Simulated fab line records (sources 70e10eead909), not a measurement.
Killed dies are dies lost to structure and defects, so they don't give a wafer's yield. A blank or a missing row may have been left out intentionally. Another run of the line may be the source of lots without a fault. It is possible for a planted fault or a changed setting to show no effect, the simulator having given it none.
Chamber matching ; flow nand_harc ; NHARC_A_M0_ETCH_34 on rie_diel-09 has 4 sister chambers
The step etches the open film in N2/H2, target depth 40 nm, overetch 12 nm, time 43.94 s. 16 wafers are shown with their chamber, then 8 later ones without.

WAFERS PAIRED WITH THEIR CHAMBERS
wafer;chamber;showerhead_plenum_p_Torr (Torr);drypump_motor_current_A (A);run_length_s (s)
L521.1;2;2.19;6.0;66.2
L521.4;0;1.99;6.1;65.7
L521.5;3;2.20;5.9;65.3
L523.4;2;2.19;6.1;66.7
L523.5;2;2.19;6.0;66.1
L523.6;3;2.20;5.9;65.0
L525.3;1;2.07;6.3;64.8
L525.5;0;1.99;6.1;65.5
L525.6;1;2.07;6.3;65.0
L526.1;2;2.19;6.0;66.0
L526.2;3;2.20;5.9;65.1
L526.3;0;1.99;6.1;65.2
L531.1;3;2.20;5.9;65.4
L531.2;1;2.07;6.3;64.9
L531.3;0;1.98;6.1;65.4
L540.2;0;1.98;6.1;65.5

SIGNATURES (means of the wafers above)
reading;chamber 0;chamber 1;chamber 2;chamber 3;scatter within a chamber
showerhead_plenum_p_Torr;1.9860;2.0700;2.1900;2.2000;0.00316
drypump_motor_current_A;6.100;6.300;6.025;5.900;0.025
run_length_s;65.460;64.900;66.250;65.200;0.213
Rule: a wafer lies at a distance from a chamber equal to the root of the sum of squares, over the readings, of (its reading less the chamber's mean, divided by the reading's scatter). The wafer belongs to the nearest chamber; if the next one is less than 2 further off, it can't be placed. The scatter is the square root of a quotient: the sum, over the shown wafers, of each reading's squared deviation from its chamber's mean, divided by wafers minus chambers.

WAFERS WHOSE CHAMBER IS MISSING
wafer;showerhead_plenum_p_Torr (Torr);drypump_motor_current_A (A);run_length_s (s)
L540.5;2.19;6.1;66.2
L540.6;2.06;6.3;64.7
L541.2;2.19;6.0;66.8
L541.4;2.20;5.9;64.9
L541.5;2.06;6.3;64.8
L543.2;1.98;6.0;65.8
L543.4;2.18;6.0;66.6
L543.6;2.20;5.9;65.0

WHICH CHAMBER EACH ONE RAN IN
wafer;from the rows above;in truth
L540.5;2;2
L540.6;1;1
L541.2;2;2
L541.4;3;3
L541.5;1;1
L543.2;0;0
L543.4;2;2
L543.6;3;3
8 of 8 placed correctly. Not placeable from these rows: 0. Placed wrongly: 0.
